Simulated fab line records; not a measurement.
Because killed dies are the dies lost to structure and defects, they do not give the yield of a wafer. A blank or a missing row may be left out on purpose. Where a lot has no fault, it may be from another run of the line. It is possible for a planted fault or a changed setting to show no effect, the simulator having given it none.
What tool caused it? + flow n5_finfet + 72 wafers from 24 lots sampled at 4 of the route's 1938 steps

## WHAT THE GAUGES READ, wafer by wafer
N5_BEOL_M0_SAQP_OVL_MEAS_15.
| lot  | measured     | on         | M0_CORE_OVL (nm) |
|------|--------------|------------|------------------|
| L074 | day 6 17:09  | overlay-02 | -0.5 0.8 0.3     |
| L075 | day 6 17:44  | overlay-01 | 1.7 1.8 0.3      |
| L076 | day 6 17:53  | overlay-02 | -0.5 0.5 0.0     |
| L078 | day 6 17:57  | overlay-02 | -0.4 -0.4 -0.8   |
| L077 | day 6 18:02  | overlay-01 | -0.6 1.4 0.7     |
| L079 | day 6 19:53  | overlay-01 | 1.1 -0.2 1.6     |
| L080 | day 7 00:37  | overlay-01 | 0.6 1.6 1.2      |
| L081 | day 7 08:13  | overlay-01 | 2.1 0.3 1.1      |
| L082 | day 7 16:32  | overlay-02 | 0.4 -0.3 0.6     |
| L083 | day 7 21:59  | overlay-01 | 0.9 0.7 0.0      |
| L084 | day 8 11:23  | overlay-01 | 1.1 0.1 1.3      |
| L085 | day 8 16:54  | overlay-02 | 0.7 0.5 0.4      |
| L086 | day 8 20:32  | overlay-02 | 0.9 0.6 0.0      |
| L087 | day 8 23:53  | overlay-01 | -0.1 0.9 0.7     |
| L088 | day 9 09:26  | overlay-01 | 1.9 1.7 1.7      |
| L089 | day 9 14:24  | overlay-02 | 0.7 -0.4 0.6     |
| L090 | day 9 16:57  | overlay-01 | -1.1 0.7 0.5     |
| L092 | day 9 20:19  | overlay-01 | -1.1 0.4 -0.9    |
| L091 | day 9 23:44  | overlay-02 | 1.0 0.9 1.2      |
| L093 | day 10 10:47 | overlay-02 | 0.3 0.9 -0.3     |
| L094 | day 10 16:32 | overlay-02 | 0.5 0.2 0.2      |
| L095 | day 10 19:14 | overlay-01 | 0.8 0.2 0.1      |
| L096 | day 10 23:51 | overlay-01 | 0.1 0.4 1.2      |
| L097 | day 11 07:50 | overlay-02 | 1.0 1.7 1.3      |

## WHICH TOOL RAN EACH LOT (tool, then ch and the chambers of the sampled wafers, then the start)
| lot  | N5_MOL_CONTACT_COAG_ALD_133       | N5_MOL_CONTACT_COAG_ETCH_67        | N5_BEOL_M0_SAQP_PECVD_96       |
|------|-----------------------------------|------------------------------------|--------------------------------|
| L074 | ald_sin-04 ch 0,1,2, day 5 07:58  | rie_diel-01 ch 0,2, day 5 08:11    | pecvd-04 ch 0,1,2, day 6 16:26 |
| L075 | ald_sin-01 ch 1,3, day 5 14:51    | rie_diel-03 ch 0,2,3, day 5 15:05  | pecvd-04 ch 0,1, day 6 17:02   |
| L076 | ald_sin-04 ch 0,1,2, day 5 23:59  | rie_diel-06 ch 0,1, day 6 00:12    | pecvd-01 ch 0,1, day 6 17:08   |
| L078 | ald_sin-03 ch 1,2, day 6 04:08    | rie_diel-03 ch 0,2, day 6 04:28    | pecvd-01 ch 1,2, day 6 17:22   |
| L077 | ald_sin-03 ch 0,2,3, day 6 06:18  | rie_diel-01 ch 0,1,2, day 6 06:34  | pecvd-04 ch 0,1,2, day 6 17:28 |
| L079 | ald_sin-01 ch 0,1,3, day 6 12:18  | rie_diel-03 ch 1,2,3, day 6 12:36  | pecvd-04 ch 0,1,2, day 6 19:12 |
| L080 | ald_sin-01 ch 0,1,2, day 6 16:43  | rie_diel-03 ch 0,1, day 6 16:56    | pecvd-01 ch 0,1,2, day 7 00:03 |
| L081 | ald_sin-04 ch 0,1,3, day 7 01:31  | rie_diel-06 ch 1,2,3, day 7 01:44  | pecvd-02 ch 1,2, day 7 07:31   |
| L082 | ald_sin-03 ch 1,2, day 7 08:12    | rie_diel-03 ch 0,1, day 7 08:28    | pecvd-01 ch 0,2, day 7 15:53   |
| L083 | ald_sin-04 ch 0,2,3, day 7 15:26  | rie_diel-01 ch 0,2,3, day 7 15:49  | pecvd-02 ch 0,1,2, day 7 21:17 |
| L084 | ald_sin-04 ch 0,1,2, day 8 04:20  | rie_diel-06 ch 1,2, day 8 04:36    | pecvd-04 ch 0,1,2, day 8 10:41 |
| L085 | ald_sin-04 ch 0,2,3, day 8 09:35  | rie_diel-06 ch 0,1,3, day 8 09:48  | pecvd-04 ch 1,2, day 8 16:20   |
| L086 | ald_sin-03 ch 1,2,3, day 8 12:20  | rie_diel-01 ch 1,2, day 8 12:28    | pecvd-02 ch 0,1,2, day 8 19:51 |
| L087 | ald_sin-03 ch 0,1,3, day 8 17:31  | rie_diel-01 ch 0,1,3, day 8 17:48  | pecvd-01 ch 1,2, day 8 23:11   |
| L088 | ald_sin-04 ch 1,2, day 9 02:55    | rie_diel-03 ch 0,1, day 9 03:08    | pecvd-02 ch 0,1,2, day 9 08:44 |
| L089 | ald_sin-04 ch 0,1,3, day 9 07:46  | rie_diel-01 ch 1,2,3, day 9 07:59  | pecvd-04 ch 0,2, day 9 13:42   |
| L090 | ald_sin-04 ch 0,2,3, day 9 08:37  | rie_diel-01 ch 0,2, day 9 08:50    | pecvd-02 ch 0,2, day 9 16:16   |
| L092 | ald_sin-03 ch 0,1, day 9 13:46    | rie_diel-03 ch 0,3, day 9 13:59    | pecvd-01 ch 0,1, day 9 19:33   |
| L091 | ald_sin-04 ch 0,2,3, day 9 17:46  | rie_diel-03 ch 1,2,3, day 9 17:58  | pecvd-04 ch 0,2, day 9 23:03   |
| L093 | ald_sin-04 ch 1,3, day 10 04:11   | rie_diel-01 ch 1,2,3, day 10 04:25 | pecvd-02 ch 1,2, day 10 10:05  |
| L094 | ald_sin-01 ch 0,1,3, day 10 08:27 | rie_diel-01 ch 1,2, day 10 08:40   | pecvd-04 ch 0,2, day 10 15:46  |
| L095 | ald_sin-03 ch 1,3, day 10 10:59   | rie_diel-03 ch 0,1,3, day 10 11:12 | pecvd-04 ch 0,2, day 10 18:35  |
| L096 | ald_sin-04 ch 0,1,2, day 10 18:01 | rie_diel-01 ch 0,1,3, day 10 18:12 | pecvd-04 ch 0,2, day 10 23:14  |
| L097 | ald_sin-03 ch 2,3, day 11 01:53   | rie_diel-06 ch 0,3, day 11 02:08   | pecvd-02 ch 1,2, day 11 07:08  |
- N5_MOL_CONTACT_COAG_ALD_133: deposits SiO2, target thk 5 nm, pulse time 1 s, co reactant pulse time 1 s.
- N5_MOL_CONTACT_COAG_ETCH_67: etches SOC in N2/H2, target depth 60 nm, overetch 21 nm, time 101.2 s.
- N5_BEOL_M0_SAQP_PECVD_96: deposits a-Si from SiH4/He, target thk 45 nm, time 45.2 s.

## WHAT THE TOOLS THEMSELVES READ (means of the sampled wafers that have a number; where no wafer has one, the mark that the record gives instead)
N5_MOL_CONTACT_COAG_ALD_133.
| lot  | tool       | heater_power_w (W) | precursor_pulse_height_rel |
|------|------------|--------------------|----------------------------|
| L074 | ald_sin-04 | 81                 | 1.007                      |
| L075 | ald_sin-01 | 66                 | 0.981                      |
| L076 | ald_sin-04 | 81                 | 1.012                      |
| L078 | ald_sin-03 | 78                 | 0.982                      |
| L077 | ald_sin-03 | 84                 | 1.003                      |
| L079 | ald_sin-01 | 67                 | 1.014                      |
| L080 | ald_sin-01 | 73                 | 1.000                      |
| L081 | ald_sin-04 | 81                 | 1.002                      |
| L082 | ald_sin-03 | 83                 | 0.993                      |
| L083 | ald_sin-04 | 83                 | 1.009                      |
| L084 | ald_sin-04 | 81                 | 1.006                      |
| L085 | ald_sin-04 | 83                 | 0.992                      |
| L086 | ald_sin-03 | 77                 | 1.007                      |
| L087 | ald_sin-03 | 79                 | 1.005                      |
| L088 | ald_sin-04 | 84                 | 1.003                      |
| L089 | ald_sin-04 | 82                 | 1.002                      |
| L090 | ald_sin-04 | 84                 | 0.981                      |
| L092 | ald_sin-03 | 76                 | 1.006                      |
| L091 | ald_sin-04 | 84                 | 0.994                      |
| L093 | ald_sin-04 | 82                 | 1.018                      |
| L094 | ald_sin-01 | 67                 | 1.006                      |
| L095 | ald_sin-03 | 73                 | 0.993                      |
| L096 | ald_sin-04 | 82                 | 0.977                      |
| L097 | ald_sin-03 | 78                 | 1.020                      |

N5_MOL_CONTACT_COAG_ETCH_67.
| lot  | tool        | drypump_motor_current_A (A) | oes_product_au (a.u.) | rf_vpp_V (V) | showerhead_plenum_p_Torr (Torr) | throttle_valve_pct (%) |
|------|-------------|-----------------------------|-----------------------|--------------|---------------------------------|------------------------|
| L074 | rie_diel-01 | 6.4                         | 0.76                  | 526.0        | 2.62                            | 17.81                  |
| L075 | rie_diel-03 | 5.9                         | 0.65                  | 523.3        | 2.51                            | 17.66                  |
| L076 | rie_diel-06 | 6.3                         | 0.62                  | 527.1        | 2.63                            | 17.97                  |
| L078 | rie_diel-03 | 5.6                         | 0.61                  | 523.6        | 2.54                            | 17.80                  |
| L077 | rie_diel-01 | 6.2                         | 0.69                  | 524.9        | 2.55                            | 17.76                  |
| L079 | rie_diel-03 | 5.7                         | 0.68                  | 523.3        | 2.54                            | 17.68                  |
| L080 | rie_diel-03 | 5.9                         | 0.64                  | 524.8        | 2.53                            | 17.91                  |
| L081 | rie_diel-06 | 5.7                         | 0.65                  | 525.5        | 2.58                            | 17.87                  |
| L082 | rie_diel-03 | 5.9                         | 0.63                  | 523.5        | 2.53                            | 17.92                  |
| L083 | rie_diel-01 | 6.3                         | 0.67                  | 524.6        | 2.59                            | 17.98                  |
| L084 | rie_diel-06 | 6.1                         | 0.60                  | 525.9        | 2.59                            | 18.05                  |
| L085 | rie_diel-06 | 5.9                         | 0.66                  | 526.0        | 2.62                            | 17.84                  |
| L086 | rie_diel-01 | 6.1                         | 0.70                  | 524.4        | 2.53                            | 17.76                  |
| L087 | rie_diel-01 | 6.1                         | 0.61                  | 523.2        | 2.52                            | 17.91                  |
| L088 | rie_diel-03 | 5.9                         | 0.62                  | 524.2        | 2.53                            | 17.94                  |
| L089 | rie_diel-01 | 6.1                         | 0.64                  | 523.7        | 2.50                            | 17.89                  |
| L090 | rie_diel-01 | 6.3                         | 0.68                  | 526.5        | 2.62                            | 17.91                  |
| L092 | rie_diel-03 | 6.2                         | 0.66                  | 522.5        | 2.47                            | 17.58                  |
| L091 | rie_diel-03 | 5.7                         | 0.65                  | 524.2        | 2.53                            | 17.72                  |
| L093 | rie_diel-01 | 6.1                         | 0.64                  | 523.2        | 2.50                            | 17.90                  |
| L094 | rie_diel-01 | 6.0                         | 0.64                  | 522.2        | 2.46                            | 17.70                  |
| L095 | rie_diel-03 | 5.9                         | 0.65                  | 523.0        | 2.51                            | 17.79                  |
| L096 | rie_diel-01 | 6.2                         | 0.61                  | 523.5        | 2.51                            | 17.95                  |
| L097 | rie_diel-06 | 5.6                         | 0.65                  | 525.8        | 2.62                            | 17.70                  |

N5_BEOL_M0_SAQP_PECVD_96.
| lot  | tool     | heater_power_w (W) | showerhead_plenum_p_Torr (Torr) | showerhead_vpp_V (V) | throttle_valve_pct (%) |
|------|----------|--------------------|---------------------------------|----------------------|------------------------|
| L074 | pecvd-04 | 632                | 5.71                            | 618                  | 18.9                   |
| L075 | pecvd-04 | 617                | 5.73                            | 617                  | 19.8                   |
| L076 | pecvd-01 | 577                | 5.64                            | 602                  | 18.1                   |
| L078 | pecvd-01 | 730                | 5.66                            | 589                  | 17.9                   |
| L077 | pecvd-04 | 637                | 5.72                            | 610                  | 19.0                   |
| L079 | pecvd-04 | 618                | 5.71                            | 607                  | 19.0                   |
| L080 | pecvd-01 | 658                | 5.65                            | 597                  | 18.0                   |
| L081 | pecvd-02 | 569                | 5.66                            | 624                  | 17.4                   |
| L082 | pecvd-01 | 641                | 5.62                            | 598                  | 18.0                   |
| L083 | pecvd-02 | 606                | 5.70                            | 628                  | 17.4                   |
| L084 | pecvd-04 | 638                | 5.72                            | 607                  | 19.1                   |
| L085 | pecvd-04 | 655                | 5.71                            | 613                  | 19.5                   |
| L086 | pecvd-02 | 582                | 5.70                            | 627                  | 17.3                   |
| L087 | pecvd-01 | 662                | 5.70                            | 593                  | 17.8                   |
| L088 | pecvd-02 | 626                | 5.70                            | 628                  | 17.4                   |
| L089 | pecvd-04 | 627                | 5.73                            | 606                  | 18.4                   |
| L090 | pecvd-02 | 650                | 5.73                            | 646                  | 16.9                   |
| L092 | pecvd-01 | 622                | 5.67                            | 603                  | 18.0                   |
| L091 | pecvd-04 | 625                | 5.69                            | 601                  | 18.1                   |
| L093 | pecvd-02 | 542                | 5.67                            | 627                  | 17.5                   |
| L094 | pecvd-04 | 649                | 5.71                            | 602                  | 18.4                   |
| L095 | pecvd-04 | 625                | 5.73                            | 597                  | 18.6                   |
| L096 | pecvd-04 | 617                | 5.72                            | 607                  | 18.7                   |
| L097 | pecvd-02 | 566                | 5.67                            | 622                  | 17.5                   |

## THE ANSWER, worked out from the rows above alone
Rule: usual is defined by the lots themselves. Put in order of their means at a reading, lots are off if they are a third of the lots or fewer, leave a main group of 4 or more, and stand apart from it by a gap of 3 or more times the standard deviation of the main group's means; of several such gaps the widest counts. A main group whose means are all the same, to the digits that the tables above print for the reading, isn't used. Also off: a lot with no number at a reading for which 4 or more lots have one. All remaining lots with rows at the step are treated as sound. The gauges are gone through in route order, then the tools' own readings, and for those a lot's mean is taken as printed above. At the first step where some lot is off, the reading lying furthest off is the one used; lots without a number count as furthest.
None of the lots is off at any reading shown; this tells nothing.

## WHAT THE SIMULATOR HAD PUT IN
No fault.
